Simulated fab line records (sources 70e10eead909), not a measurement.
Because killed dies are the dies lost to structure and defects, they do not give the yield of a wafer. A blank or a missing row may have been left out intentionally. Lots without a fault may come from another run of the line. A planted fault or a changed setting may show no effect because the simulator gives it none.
2 desks, one fault | flow nandHarc | each desk holds nothing but its own numbers, with what lay behind them at the end

== DESK OF THE TOOL OWNER: aldHk-02 ==
The tool's own readings at NHARC_A_WL_FILL_ALD_00 (deposits Al2O3, target thk 3 nm, pulse time 3 s, ald cycles 30): means of the sampled wafers that have a number, for each lot that ran on this tool. The brackets show how far a lot's mean lies from the usual mean; more than 4 standard deviations puts the lot out of limits, marked OUT.
Columns: A = heaterPowerW at NHARC_A_WL_FILL_ALD_00, usual 486 W; B = precursorPulseHeightRel at NHARC_A_WL_FILL_ALD_00, usual 0.999
lot  | first seen here | A   | B
L201 | day 20 17:59    | 437 | 1.020
L203 | day 21 06:46    | 403 | 0.966
L204 | day 22 03:02    | 463 | 1.018
L210 | day 24 06:21    | 455 | 1.003
L209 | day 24 11:47    | 455 | 1.003
L221 | day 29 09:50    | 428 | 0.994
This desk's finding: nothing out of limits on any of the 6 lots.

== THE DEFECT DESK ==
What the inspections along the route counted, lot by lot: means of the sampled wafers that have a number. The brackets show how far a lot's mean lies from the usual mean; more than 4 standard deviations puts the lot out of limits, marked OUT.
Columns: A = rawDefectCount at NHARC_A_SIN_REMOVE_INSPECT_04, usual 372
lot  | first seen here | A
L201 | day 20 17:56    | 400
L203 | day 21 06:43    | 363
L204 | day 22 02:55    | 350
L207 | day 23 02:24    | 447
L210 | day 24 06:17    | 382
L209 | day 24 11:42    | 412
L214 | day 26 12:59    | 303
L216 | day 27 02:26    | 338
L218 | day 27 14:44    | 362
L219 | day 27 14:44    | 448
L220 | day 28 12:35    | 306
L221 | day 29 09:44    | 358
L222 | day 29 20:17    | 317
This desk's finding: nothing out of limits on any of the 13 lots.

== PUT TOGETHER ==
The tool owner's desk saw nothing out of limits.
The defect desk saw nothing out of limits.

== WHAT WAS PUT IN BY THE SIMULATOR ==
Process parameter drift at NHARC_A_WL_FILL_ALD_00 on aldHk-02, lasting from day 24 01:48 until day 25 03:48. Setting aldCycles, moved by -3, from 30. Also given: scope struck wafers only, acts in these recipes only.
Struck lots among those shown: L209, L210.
